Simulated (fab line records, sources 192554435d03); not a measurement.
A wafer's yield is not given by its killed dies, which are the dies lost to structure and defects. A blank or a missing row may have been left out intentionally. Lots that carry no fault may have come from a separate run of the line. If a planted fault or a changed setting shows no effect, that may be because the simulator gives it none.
Matching of chambers | flow n5 finfet | 4 sister chambers for N5_BEOL_M9_ETCH_76 on rie diel-05
The step etches underlayer in N2/H2, target depth 6.5 nm, time 5.2 s. 4 wafers are shown with their chamber, then 10 later ones without.

WAFERS, EACH WITH ITS CHAMBER
wafer  | chamber | drypump motor current A (A)
L090.1 | 1       | 6.0
L090.2 | 3       | 5.8
L090.3 | 0       | 6.1
L090.5 | 2       | 5.1

WAFERS WHOSE CHAMBER IS MISSING
wafer  | drypump motor current A (A)
L090.6 | 5.8
L088.3 | 5.0
L088.5 | 6.0
L088.6 | 6.1
L092.2 | 6.0
L092.3 | 5.8
L092.6 | 6.1
L097.1 | 6.0
L097.3 | 5.8
L097.4 | 5.0

WHICH CHAMBER EACH WENT THROUGH
wafer  | from the rows above | in truth
L090.6 | 3                   | 3
L088.3 | 2                   | 2
L088.5 | 1                   | 1
L088.6 | 0                   | 0
L092.2 | 1                   | 1
L092.3 | 3                   | 3
L092.6 | 0                   | 0
L097.1 | 1                   | 1
L097.3 | 3                   | 3
L097.4 | 2                   | 2
Correctly placed: 10 of 10. Left unplaced by these rows: 0. Number placed wrongly: 0.
How it was worked out, from the rows above alone: a wafer's distance from a chamber is the root of the sum, over the readings, of the square of ((its reading less the chamber's mean) divided by the reading's scatter). If the next closest chamber is less than 2 further off than the closest, the wafer can't be placed; otherwise it belongs to the closest. The mean given for a chamber averages the wafers shown for that chamber. The scatter (one wafer shown for each chamber): square how far every hidden wafer sits from the nearest shown wafer, average those squares and take the square root.
